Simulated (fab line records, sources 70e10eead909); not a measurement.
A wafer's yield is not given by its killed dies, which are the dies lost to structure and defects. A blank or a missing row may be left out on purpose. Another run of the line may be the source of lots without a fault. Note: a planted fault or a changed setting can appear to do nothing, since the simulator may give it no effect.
Chamber matching + flow nand-harc + NHARC_P_GATE_STRIP_101 on rie-diel-01 has 4 sister chambers
The step strips in O2, time 20 s. 4 wafers are shown with their chamber, then 9 later ones without.

== WAFERS, EACH WITH ITS CHAMBER ==
| wafer  | chamber | drypump-motor-current-A (A) |
|--------|---------|-----------------------------|
| L085.4 | 2       | 5.7                         |
| L086.3 | 3       | 5.8                         |
| L086.5 | 1       | 5.4                         |
| L086.6 | 0       | 6.0                         |

== WAFERS WITHOUT THEIR CHAMBER ==
| wafer  | drypump-motor-current-A (A) |
|--------|-----------------------------|
| L090.3 | 5.4                         |
| L090.5 | 5.9                         |
| L090.6 | 6.0                         |
| L094.2 | 5.9                         |
| L094.3 | 5.4                         |
| L094.4 | 6.0                         |
| L097.1 | 6.0                         |
| L097.3 | 5.4                         |
| L097.5 | 6.1                         |

== WHICH CHAMBER EACH ONE RAN IN ==
| wafer  | from the rows above          | in truth |
|--------|------------------------------|----------|
| L090.3 | 1                            | 1        |
| L090.5 | can't be placed: 0 or 3 or 2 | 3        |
| L090.6 | 0                            | 0        |
| L094.2 | can't be placed: 0 or 3 or 2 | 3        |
| L094.3 | 1                            | 1        |
| L094.4 | 0                            | 0        |
| L097.1 | 0                            | 0        |
| L097.3 | 1                            | 1        |
| L097.5 | 0                            | 0        |
Correctly placed: 7 of 9. Can't be placed from these rows: 2 (the true chamber is among the candidates in 2). Placed wrongly: 0.
How it was worked out, from the rows above alone: a wafer's distance from a chamber is the root of the sum, over the readings, of the square of ((its reading less the chamber's mean) divided by the reading's scatter). The wafer belongs to the nearest chamber; if the next one is less than 2 further off, it can't be placed. For every chamber, the mean is computed from those of its wafers that are shown. The scatter (one wafer shown for each chamber): square how far every hidden wafer sits from the nearest shown wafer, average those squares and take the square root.
